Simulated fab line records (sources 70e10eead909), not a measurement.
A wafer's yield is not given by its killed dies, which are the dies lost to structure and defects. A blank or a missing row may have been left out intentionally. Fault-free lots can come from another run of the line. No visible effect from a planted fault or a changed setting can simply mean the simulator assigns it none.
fab line records    flow nand_harc    part 2 of 2: steps 5 to 6 of 6
record lots=21  wafers=63  last_day=32
route steps=1302 shown A_STAIRCASE@652
lots that met no fault: taken from a fault-free run of the same line
start_h: hours from the record's first day to the start of the lot's first wafer shown    wait_h: hours since the lot's step before    " unchanged from the row above    L1.1+2: one row covering several wafers at once    - no value present, or no start provided    * or withheld: withheld    < > ~ a bound
route shown NAME@n: names a module that has steps shown in the file, with the first one's number in the route    usual: the fault-free wafers' mean and standard deviation    same: alike in all rows    chamber/n: place in a boat    sites: the reading at each site    _std_site: the values' standard deviation    _edge_site: outer sites' mean less inner sites'    radius_mm: for every site, how far away it sits from the centre of the wafer    mask NAME#n: copy n    behind: the last tool/chamber to shape the wafer    hold: why the lot was held/for how many hours/how that ended    device: names the non-switching transistor (n, p or np)    end of line: at the end of the route, the tests of the same wafers    step lacking rows: just its recipe    killed: not the wafer's yield, but the dies lost to structure and defects at the first sort    map: a wafer's dies, marking killed ones x, the rest . and places with no die _
set.NAME: the setting as run; set.NAME@STEP: as run at that earlier step    model.NAME: the simulator's own value behind a step, which no gauge read
a sample of lots followed through the steps of the route, with each step as a table and each wafer as a row
services: a tool's chamber out of use, with start hour (start_h, from the record's first day; less than 0 if before it), hours out, and reason
## steps
# step NHARC_A_STAIRCASE_TRIM_196
# recipe time_s=211.2  o2_flow_sccm=500  ar_flow_sccm=0  bias_w=0  chemistry=O2
# usual drypump_motor_current_A=5.6/0.49  o2_flow_sccm=499.9/1.6  oes_product_au=1.002/0.016  rf_vpp_V=57.8/0.92  showerhead_plenum_p_Torr=3.52/0.18  throttle_valve_pct=17.037/0.0093
lot.wafer  tool         chamber  start_h  wait_h  drypump_motor_current_A  o2_flow_sccm  oes_product_au  rf_hours_counter_h  rf_vpp_V  showerhead_plenum_p_Torr  throttle_valve_pct
L075.2     rie_diel-11  1        355.86   0.1     4.9                      497.9         0.965           27                  58.8      3.29                      17.043
L075.6     "            2        "        "       5.9                      499.5         1.020           -                   57.8      3.52                      17.029
L075.5     "            3        "        "       5.5                      499.6         0.995           -                   58.9      3.47                      17.043
L074.2     rie_diel-11  0        359.51   0.1     4.7                      498.9         1.027           26                  58.1      3.48                      17.043
L074.4     "            1        "        "       4.9                      500.4         0.961           29                  57.4      3.29                      17.036
L074.3     "            2        "        "       5.9                      501.5         1.023           29                  57.2      3.52                      17.036
L076.2     rie_diel-06  3        374.69   0.1     5.8                      501.7         1.005           19                  57.3      3.30                      17.012
L076.3     "            2        "        "       5.5                      500.5         1.007           18                  59.0      3.49                      17.035
L076.6     "            0        "        "       5.7                      500.0         0.999           -                   58.2      3.33                      17.046
L077.3     rie_diel-11  3        396.39   0.1     5.5                      499.0         1.012           43                  58.6      3.47                      17.022
L077.2     "            0        "        "       4.7                      500.3         1.002           39                  57.0      3.47                      17.050
L077.4     "            2        "        "       5.9                      499.5         1.007           40                  57.2      3.52                      17.029
L078.4     rie_diel-11  3        397.74   0.1     5.5                      498.4         1.006           44                  57.7      3.46                      17.047
L078.3     "            1        "        "       4.9                      500.3         0.967           42                  58.1      3.28                      17.031
L078.6     "            2        "        "       5.9                      499.6         0.997           -                   57.1      3.51                      17.051
L079.1     rie_diel-01  0        399.10   0.1     5.9                      496.3         1.010           3                   58.4      3.65                      17.045
L079.3     "            2        "        "       6.7                      497.3         1.017           2                   57.8      3.74                      17.031
L079.6     "            0        "        "       5.9                      498.5         1.007           -                   57.9      3.65                      17.042
L080.2     rie_diel-06  3        418.69   0.1     5.7                      500.3         0.981           34                  56.3      3.30                      17.035
L080.3     "            1        "        "       6.0                      499.1         1.009           33                  57.6      3.29                      17.034
L080.5     "            0        "        "       5.8                      501.6         0.994           -                   58.1      3.32                      17.044
L081.1     rie_diel-11  1        418.96   0.1     4.9                      498.2         0.954           51                  57.1      3.28                      17.033
L081.3     "            2        "        "       6.0                      499.0         1.000           48                  58.3      3.51                      17.039
L081.5     "            3        "        "       5.5                      500.5         1.004           -                   56.6      3.46                      17.031
L082.2     rie_diel-06  2        436.98   0.1     5.6                      498.7         1.004           36                  57.0      3.48                      17.032
L082.4     "            0        "        "       5.8                      501.6         0.998           38                  59.2      3.32                      17.036
L082.5     "            2        "        "       5.6                      499.0         1.010           -                   58.2      3.48                      17.049
L084.3     rie_diel-01  3        454.32   0.1     5.7                      498.7         0.991           24                  59.0      3.48                      17.035
L084.1     "            1        "        "       5.2                      501.1         0.994           23                  59.3      3.79                      17.043
L084.4     "            1        "        "       5.2                      499.0         0.991           -                   58.2      3.79                      17.036
L083.3     rie_diel-01  1        455.74   0.1     5.3                      498.3         0.993           24                  57.7      3.79                      17.022
L083.1     "            2        "        "       6.7                      504.2         0.996           21                  57.9      3.73                      17.035
L083.4     "            2        "        "       6.7                      502.9         1.008           -                   58.7      3.73                      17.038
L085.3     rie_diel-06  1        465.12   0.1     6.0                      499.5         1.002           49                  56.7      3.28                      17.031
L085.5     "            2        "        "       5.6                      501.5         1.021           -                   57.1      3.47                      17.044
L085.6     "            3        "        "       5.7                      500.7         1.001           -                   56.8      3.29                      17.017
L087.1     rie_diel-06  2        482.74   0.1     5.6                      501.3         1.029           60                  58.5      3.47                      17.036
L087.4     "            3        "        "       5.7                      497.7         1.004           61                  56.5      3.28                      17.028
L087.6     "            1        "        "       6.0                      502.0         1.005           -                   57.6      3.28                      17.043
L088.1     rie_diel-06  0        498.87   0.1     5.8                      501.9         0.998           1                   57.7      3.31                      17.038
L088.4     "            3        "        "       5.8                      498.1         1.009           1                   58.2      3.81                      17.029
L088.6     "            1        "        "       6.0                      501.9         1.016           -                   58.9      3.81                      17.041
L090.3     rie_diel-06  0        521.32   0.1     5.7                      499.3         0.989           7                   57.7      3.30                      17.022
L090.4     "            2        "        "       5.6                      498.0         1.040           8                   58.0      3.46                      17.026
L090.5     "            0        "        "       5.7                      501.1         0.987           -                   56.4      3.30                      17.041
L092.1     rie_diel-06  3        540.88   0.1     5.7                      498.1         1.008           16                  57.0      3.80                      17.031
L092.3     "            0        "        "       5.7                      500.3         0.979           16                  57.1      3.30                      17.042
L092.5     "            3        "        "       5.7                      498.1         1.008           -                   60.2      3.80                      17.028
L093.3     rie_diel-11  1        558.17   0.1     4.9                      501.5         0.975           30                  58.7      3.79                      17.027
L093.2     "            2        "        "       5.9                      498.4         0.981           35                  58.9      3.49                      17.043
L093.6     "            1        "        "       4.9                      502.1         0.968           -                   59.1      3.79                      17.049
L095.2     rie_diel-11  0        564.52   0.1     4.7                      498.8         1.010           41                  57.8      3.44                      17.035
L095.3     "            1        "        "       4.9                      502.1         0.975           33                  59.5      3.79                      17.051
L095.5     "            0        "        "       4.7                      500.1         1.013           -                   56.3      3.44                      17.053
L096.3     rie_diel-11  0        565.39   0.1     4.7                      501.7         1.006           42                  57.2      3.44                      17.024
L096.6     "            0        "        "       4.7                      500.6         0.999           -                   58.2      3.44                      17.023
L096.5     "            1        "        "       4.9                      498.4         0.982           -                   58.6      3.79                      17.032
L094.3     rie_diel-01  1        569.43   0.1     5.2                      497.3         0.987           0                   57.6      3.77                      17.036
L094.4     "            2        "        "       6.7                      499.1         1.024           0                   57.8      3.71                      17.018
L094.1     "            0        "        "       5.8                      499.3         0.998           0                   58.3      3.62                      17.044
L097.1     rie_diel-06  0        584.67   0.1     5.8                      499.0         0.984           34                  57.1      3.29                      17.027
L097.3     "            2        "        "       5.5                      497.1         1.021           38                  57.5      3.44                      17.047
L097.4     "            0        "        "       5.7                      497.2         0.980           -                   57.9      3.29                      17.033
# step NHARC_A_STAIRCASE_TRIM_200
# recipe time_s=211.2  o2_flow_sccm=500  ar_flow_sccm=0  bias_w=0  chemistry=O2
# usual drypump_motor_current_A=5.6/0.5  o2_flow_sccm=499.9/1.5  oes_product_au=1.004/0.017  rf_vpp_V=57.7/0.89  showerhead_plenum_p_Torr=3.51/0.18  throttle_valve_pct=17.037/0.0096
lot.wafer  tool         chamber  start_h  wait_h  drypump_motor_current_A  o2_flow_sccm  oes_product_au  rf_hours_counter_h  rf_vpp_V  showerhead_plenum_p_Torr  throttle_valve_pct
L075.2     rie_diel-11  0        -        -       4.7                      499.7         1.015           25                  57.7      3.48                      17.032
L075.5     "            1        "        "       4.9                      498.9         0.959           -                   56.2      3.29                      17.044
L075.6     "            2        "        "       5.9                      498.5         1.010           -                   59.0      3.52                      17.033
L074.3     rie_diel-11  3        -        -       5.5                      498.7         1.001           32                  57.0      3.47                      17.042
L074.4     "            0        "        "       4.7                      500.4         1.024           27                  58.2      3.48                      17.033
L074.2     "            1        "        "       4.9                      497.7         0.961           29                  58.0      3.29                      17.048
L076.3     rie_diel-06  1        -        -       6.0                      499.3         1.028           17                  56.6      3.29                      17.037
L076.2     "            2        "        "       5.5                      500.8         1.001           18                  58.2      3.49                      17.032
L076.6     "            0        "        "       5.7                      498.1         0.999           -                   57.5      3.33                      17.014
L077.3     rie_diel-11  0        -        -       4.7                      501.4         1.010           39                  58.4      3.47                      17.037
L077.4     "            1        "        "       4.9                      504.4         0.971           41                  57.1      3.28                      17.033
L077.2     "            2        "        "       6.0                      500.6         1.013           40                  56.5      3.51                      17.042
L078.4     rie_diel-11  1        -        -       4.9                      500.7         0.963           42                  56.5      3.28                      17.043
L078.3     "            0        "        "       4.7                      499.4         1.011           40                  58.0      3.47                      17.023
L078.6     "            1        "        "       4.9                      500.8         0.966           -                   55.9      3.28                      17.052
L079.1     rie_diel-01  3        -        -       5.7                      499.7         1.009           3                   55.6      3.49                      17.032
L079.3     "            0        "        "       5.8                      500.2         1.013           4                   57.9      3.65                      17.043
L079.6     "            2        "        "       6.7                      500.5         1.012           -                   57.8      3.74                      17.034
L080.2     rie_diel-06  0        -        -       5.8                      498.5         1.000           35                  58.0      3.32                      17.053
L080.3     "            2        "        "       5.6                      497.4         1.004           33                  57.6      3.48                      17.030
L080.5     "            0        "        "       5.7                      500.1         1.001           -                   56.2      3.32                      17.043
L081.3     rie_diel-11  2        -        -       5.9                      497.7         1.013           48                  58.0      3.51                      17.039
L081.1     "            3        "        "       5.5                      499.7         1.015           52                  57.3      3.46                      17.034
L081.5     "            3        "        "       5.5                      498.5         0.999           -                   57.5      3.46                      17.032
L082.4     rie_diel-06  2        -        -       5.5                      502.0         1.001           36                  56.9      3.48                      17.046
L082.2     "            1        "        "       6.0                      498.8         1.016           36                  57.0      3.28                      17.024
L082.5     "            2        "        "       5.6                      501.3         1.012           -                   58.1      3.48                      17.034
L084.3     rie_diel-01  1        -        -       5.3                      501.6         0.989           24                  57.7      3.79                      17.036
L084.1     "            2        "        "       6.7                      501.8         1.007           21                  59.9      3.73                      17.029
L084.4     "            2        "        "       6.7                      501.6         1.016           -                   57.4      3.73                      17.042
L083.3     rie_diel-01  2        -        -       6.7                      500.3         1.000           22                  58.6      3.73                      17.020
L083.1     "            3        "        "       5.7                      499.2         0.992           25                  57.6      3.48                      17.030
L083.4     "            2        "        "       6.7                      500.6         1.014           -                   59.5      3.73                      17.040
L085.3     rie_diel-06  2        -        -       5.6                      500.2         1.015           54                  58.4      3.47                      17.045
L085.5     "            0        "        "       5.8                      500.6         0.998           -                   56.6      3.31                      17.034
L085.6     "            1        "        "       6.0                      501.2         1.015           -                   56.0      3.28                      17.026
L087.1     rie_diel-06  0        -        -       5.8                      499.3         0.986           53                  57.3      3.31                      17.036
L087.4     "            3        "        "       5.8                      501.7         0.996           62                  58.0      3.28                      17.037
L087.6     "            1        "        "       6.0                      500.0         1.009           -                   58.1      3.28                      17.032
L088.4     rie_diel-06  3        -        -       5.7                      497.8         1.002           2                   59.2      3.81                      17.042
L088.1     "            0        "        "       5.8                      498.5         0.988           2                   58.0      3.31                      17.042
L088.6     "            2        "        "       5.5                      502.9         1.037           -                   58.0      3.46                      17.031
L090.3     rie_diel-06  3        -        -       5.7                      498.9         1.028           7                   58.3      3.80                      17.036
L090.4     "            0        "        "       5.8                      500.4         0.981           7                   57.1      3.30                      17.024
L090.5     "            2        "        "       5.5                      498.4         1.037           -                   57.0      3.46                      17.035
L092.3     rie_diel-06  3        -        -       5.8                      499.5         1.017           16                  58.8      3.80                      17.025
L092.1     "            2        "        "       5.5                      499.1         1.037           18                  57.3      3.46                      17.042
L092.5     "            3        "        "       5.8                      502.6         1.015           -                   57.7      3.80                      17.029
L093.2     rie_diel-11  0        -        -       4.7                      500.0         1.014           39                  58.3      3.44                      17.042
L093.3     "            2        "        "       5.9                      500.4         0.987           35                  57.5      3.49                      17.028
L093.6     "            3        "        "       5.5                      501.3         1.014           -                   56.8      3.44                      17.031
L095.3     rie_diel-11  2        -        -       5.9                      501.5         0.977           38                  58.7      3.49                      17.034
L095.2     "            0        "        "       4.6                      500.4         1.016           42                  56.2      3.44                      17.029
L095.5     "            2        "        "       5.9                      500.6         0.983           -                   57.5      3.49                      17.038
L096.3     rie_diel-11  0        -        -       4.7                      500.2         1.011           42                  59.2      3.44                      17.051
L096.5     "            3        "        "       5.5                      500.5         1.022           -                   55.9      3.44                      17.029
L096.6     "            0        "        "       4.6                      500.0         1.017           -                   57.1      3.44                      17.062
L094.4     rie_diel-01  1        -        -       5.2                      497.9         0.978           0                   57.9      3.77                      17.034
L094.3     "            3        "        "       5.8                      499.1         0.997           0                   58.0      3.46                      17.043
L094.1     "            0        "        "       5.9                      498.5         0.989           0                   57.6      3.62                      17.034
L097.3     rie_diel-06  2        -        -       5.5                      498.4         1.023           39                  57.9      3.44                      17.037
L097.1     "            3        "        "       5.8                      499.1         1.016           28                  58.9      3.79                      17.037
L097.4     "            2        "        "       5.5                      499.9         1.022           -                   57.4      3.44                      17.027
## services
tool         chamber  start_h  hours  kind
rie_diel-11  0        325.90   7.3    repair
rie_diel-11  3        330.71   3.4    repair
rie_diel-06  0        340.70   -      clean
rie_diel-06  1        340.70   -      clean
rie_diel-06  2        340.70   -      clean
rie_diel-06  3        340.70   -      clean
rie_diel-06  0        365.20   -      clean
rie_diel-06  1        365.20   -      clean
rie_diel-06  2        365.20   -      clean
rie_diel-06  3        365.20   -      clean
rie_diel-01  -        382.14   9.0    pm
rie_diel-06  0        389.70   -      clean
rie_diel-06  1        389.70   -      clean
rie_diel-06  2        389.70   -      clean
rie_diel-06  3        389.70   -      clean
rie_diel-06  0        414.22   -      clean
rie_diel-06  1        414.22   -      clean
rie_diel-06  2        414.22   -      clean
rie_diel-11  -        434.35   9.0    pm
rie_diel-01  0        441.28   19.2   repair
rie_diel-01  2        464.25   5.7    repair
rie_diel-06  0        471.24   7.3    repair
rie_diel-06  -        484.20   9.0    pm
rie_diel-01  -        559.14   9.0    pm
